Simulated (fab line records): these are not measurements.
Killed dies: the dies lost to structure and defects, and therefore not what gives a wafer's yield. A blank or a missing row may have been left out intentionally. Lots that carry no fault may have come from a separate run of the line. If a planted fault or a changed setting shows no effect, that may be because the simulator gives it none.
Struck lot and sound lot, side by side | flow nand-harc | 41 out of 1159 route steps
Sound: the wafers L354.1, L354.3, L354.6. Struck: wafers L362.1, L362.6 (left out: L362.5, a lot-mate that was not struck); the cause follows at the end.
Order at every step that has rows: each side's tool, ch and its chambers, its first start. Under that, the readings that differ: sound wafers | struck wafers | difference of the means | sigmas: that difference in standard deviations of wafers without a fault.
alike: a reading whose means differ by less than 2 such deviations, as well as words and numbers matching on both sides. not compared: withheld readings; readings where some wafer has no value; bounds like >300 that might hide an equal value; numbers whose values overlap and for which the record gives no deviation.
Wherever a step has rows on one side only, a row that says differs or no value, or a row with sigmas, the two part there. When numbers do not overlap yet have no deviation, they are printed without sigmas and do not part them. A reading missing from all wafers of one side parts the sides only when that side holds two or more wafers.

NHARC_P_M2_INSPECT_11:
  sound: defect-inspect-01 at day 6 09:10; struck: defect-inspect-02 at day 8 16:44
  alike: raw-defect-count
then, 1 step without rows for these wafers: NHARC_P_M2_DESCUM_14 (chemistry O2, time 3 s).
NHARC_P_M2_ETCH_35: etches the open film in N2/H2, target depth 40 nm, overetch 12 nm, time 43.94 s.
  sound on rie-diel-05 ch 1,2,3, day 6 09:20; struck on rie-diel-05 ch 0,3, day 8 16:53
  reading    | sound             | struck      | difference | sigmas
  bias-w (W) | 150.1 150.1 149.2 | 151.3 150.3 | +1.0       | +2
  alike: chamber-pressure-mTorr, drypump-motor-current-A, n2-flow-sccm, oes-product-au, rf-vpp-V, showerhead-plenum-p-Torr, throttle-valve-pct
  not compared: rf-hours-counter-h
NHARC_P_M2_ETCH_15: etches the open film in C4F8/Ar, target depth 182.5 nm, time 91.2 s.
  sound: rie-diel-05 ch 0,1; struck: rie-diel-05 ch 2
  alike: bias-w, chamber-pressure-mTorr, oes-product-au, rf-vpp-V
  not compared: rf-hours-counter-h
NHARC_P_M2_CD_MEAS_16:
  sound: cd-sem-03 at day 6 09:32; struck: cd-sem-02 at day 8 17:05
  alike: cd-nm
then, 7 steps without rows for these wafers: NHARC_P_M2_STRIP_18 (strips in N2/H2); NHARC_P_M2_ETCH_28 (etches the open film in CF4/N2, target depth 30 nm, time 72.99 s); NHARC_P_M2_STRIP_19 (strips in post etch residue remover, time 600 s); NHARC_P_M2_DEGAS_29 (time 60 s); NHARC_P_M2_PRE_CLEAN_30 (time 30 s); NHARC_P_M2_PVD_20 (deposits TaN, target thk 5 nm, time 8.06 s); NHARC_P_M2_PVD_21 (deposits Cu, target thk 30 nm, time 20.49 s).
NHARC_P_M2_ECD_22: material Cu, target thk 400 nm.
  sound on ecd-cu-02 ch 0,1, day 6 10:41; struck on ecd-cu-01 ch 0,1, day 8 18:14
then, 2 steps without rows for these wafers: NHARC_P_M2_ANNEAL_31 (time 90 s); NHARC_P_M2_CMP_23 (polishes, t overpolish 20 s, target thk 144.3 nm).
NHARC_P_M2_THK_MEAS_24: measures by xrf.
  sound: film-metro-01 at day 6 11:43; struck: film-metro-01 at day 8 19:13
  alike: thk-nm
then, 2 steps without rows for these wafers: NHARC_P_M2_SRD_25; NHARC_P_M2_PRE_CLEAN_32 (time 12 s).
NHARC_P_M2_DEP_33: deposits SiCN, target thk 30 nm.
  sound on pecvd-04 ch 0,2, day 6 12:01; struck on pecvd-01 ch 0,2, day 8 19:37
  alike: heater-power-w
NHARC_P_BONDPAD_DEP_00: deposits SiCN, target thk 250 nm.
  sound on pecvd-01 ch 0,2, day 6 12:25; struck on pecvd-01 ch 0,2
  alike: heater-power-w
then, 1 step without rows for these wafers: NHARC_P_BONDPAD_CMP_32 (polishes SiCN, target thk 200 nm).
NHARC_P_BONDPAD_THK_MEAS_33: measures by ellipsometry.
  sound: film-metro-01 at day 6 13:05; struck: film-metro-01 at day 8 20:34
  alike: thk-nm
then, 10 steps without rows for these wafers: NHARC_P_BONDPAD_SRD_34; NHARC_P_BONDPAD_DEHYDRATE_01 (time 120 s); NHARC_P_BONDPAD_HMDS_02 (time 30 s); NHARC_P_BONDPAD_COAT_36 (time 65 s); NHARC_P_BONDPAD_COAT_03 (resist thk 600 nm); NHARC_P_BONDPAD_SOFTBAKE_04 (time 70 s); NHARC_P_BONDPAD_EBR_05; NHARC_P_BONDPAD_EXPOSE_06 (exposes mask P BPAD); NHARC_P_BONDPAD_PEB_07 (peb time 80 s); NHARC_P_BONDPAD_DEVELOP_08 (time 50 s).
NHARC_P_BONDPAD_CD_MEAS_09: the cd target is 500 nm.
  sound on cd-sem-02 ch 0, day 6 13:40; struck on cd-sem-01 ch 0, day 8 21:09
  alike: cd-nm
NHARC_P_BONDPAD_OVL_MEAS_38:
  sound: overlay-02 at day 6 13:46; struck: overlay-01 at day 8 21:14
  alike: overlay-x-nm, overlay-y-nm
then, 2 steps without rows for these wafers: NHARC_P_BONDPAD_HARDBAKE_10 (time 65 s); NHARC_P_BONDPAD_DESCUM_11 (chemistry O2, time 3 s).
NHARC_P_BONDPAD_ETCH_37: etches the open film in N2/H2, target depth 60 nm, overetch 18 nm, time 65.91 s.
  sound on rie-diel-10 ch 0,2,3, day 6 13:59; struck on rie-diel-10 ch 0,3, day 8 21:27
  alike: bias-w, chamber-pressure-mTorr, drypump-motor-current-A, n2-flow-sccm, oes-product-au, rf-vpp-V, showerhead-plenum-p-Torr, throttle-valve-pct
  not compared: rf-hours-counter-h
then, 1 step without rows for these wafers: NHARC_P_BONDPAD_ETCH_12 (etches the open film in CHF3/O2, target depth 200 nm, time 100 s).
NHARC_P_BONDPAD_CD_MEAS_13:
  sound: cd-sem-03 at day 6 14:13; struck: cd-sem-03 at day 8 21:40
  alike: cd-nm
then, 1 step without rows for these wafers: NHARC_P_BONDPAD_STRIP_15 (strips in O2).
-- break in the record here, with 14 days between the starts of the struck wafers on either side (left off in module P_BONDPAD, picked up again in module END, where the first step shown is number 1159 on the route) --
NHARC_END_SORT_01:
  here the record holds rows for the struck wafers (prober-02 ch 0, day 22 14:10) but none for the sound ones

WHERE THEY PART
Last at NHARC_END_SORT_01 as far as this record goes, first at NHARC_P_M2_ETCH_35.

WHY: what had been put in by the simulator
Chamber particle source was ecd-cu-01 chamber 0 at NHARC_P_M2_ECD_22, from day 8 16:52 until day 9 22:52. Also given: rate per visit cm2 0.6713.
